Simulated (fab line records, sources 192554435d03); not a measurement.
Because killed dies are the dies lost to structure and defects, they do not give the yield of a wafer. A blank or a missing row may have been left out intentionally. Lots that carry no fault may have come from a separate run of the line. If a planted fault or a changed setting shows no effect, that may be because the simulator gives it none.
Problem report, 8D (eight disciplines) form, completed by code	flow n5_finfet	the parts of the form that need people (team, actions taken, sign-off) are left out

## 1. THE ISSUE
Wafers without a fault read 1500.0 rpm, standard deviation 0.89; spin_speed_rpm at N5_BEOL_M0_SAQP_COAT_82 reads a mean of 1407.3 rpm on 6 wafers belonging to 2 lots. So: -99 or more standard deviations from the usual mean.
The step: time 60 s, resist thk 30 nm.
The first sign was on wafer L481.2 at day 9 16:43, on litho_track-01. The record holds 18 wafers of 6 lots with a number at this step. Rule for "out", or "out of limits": more than 4 standard deviations from the usual mean. The other wafers with a number count as sound.

## 2. WHAT IT IS, WHAT IT ISN'T
question	is	is not
which readings at this step	spin_speed_rpm	heater_power_total_W
which lots	L481, L483	L471, L473, L484, L487
which wafers of those lots	all that have a number	-
read on which tools	litho_track-01	litho_track-04, litho_track-05
when	from day 9 16:43	up to then (6 sound wafers); but 6 sound wafers of L484, L487 came after

## 3. WHAT RULES OUT EACH SUSPECT
Counting: a tool at any process step up to the reading remains a suspect when it ran all the lots that are out and ran no sound lot after the first of those.
- litho_track-01 at N5_BEOL_M0_SAQP_COAT_82 (time 60 s, resist thk 30 nm): kept. Every lot that is out went through it, starting with L481 (day 9 16:43), and after that it ran no sound lot; the last sound lot it ran before then is L471 (day 7 01:17). Its own spin_speed_rpm readings are out on those wafers.
Remaining after the count: litho_track-01 at N5_BEOL_M0_SAQP_COAT_82.

## 4. THE CAUSE (what the simulator had put in)
Process parameter drift: litho_track-01, from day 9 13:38 on, at N5_BEOL_M0_SAQP_COAT_82. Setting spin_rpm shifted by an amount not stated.
Only this tool survived the counting.

## 5. THE CHAIN OF EFFECTS, in route order
One row per reading whose mean, taken over the struck wafers that have a number, lies over 3 standard deviations from the usual. Only readings whose record carries a usual standard deviation are examined. hours: median over the lots of the time between each lot's start at the first step of this table that gives one and its start at this step. sigmas: the change, counted in usual standard deviations.
hours	step	reading	usual	on struck wafers	change	sigmas
0	N5_BEOL_M0_SAQP_COAT_82	spin_speed_rpm	1500.0 rpm	1407.3	-92.7	-99 or more
The process steps in it:
- N5_BEOL_M0_SAQP_COAT_82: time 60 s, resist thk 30 nm.
Later steps that measure or inspect, where all struck wafers having a row at the step show a number for every such reading and not one has moved that far: N5_BEOL_M0_SAQP_CD_MEAS_14, N5_BEOL_M0_SAQP_OVL_MEAS_15, N5_BEOL_M0_SAQP_INSPECT_16, N5_BEOL_M4_RC_MEAS_101.

## 6. WHAT WOULD HAVE CAUGHT IT SOONER
In this record the first reading out of limits was taken at day 9 16:43, 3 hours after the fault began at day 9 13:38.
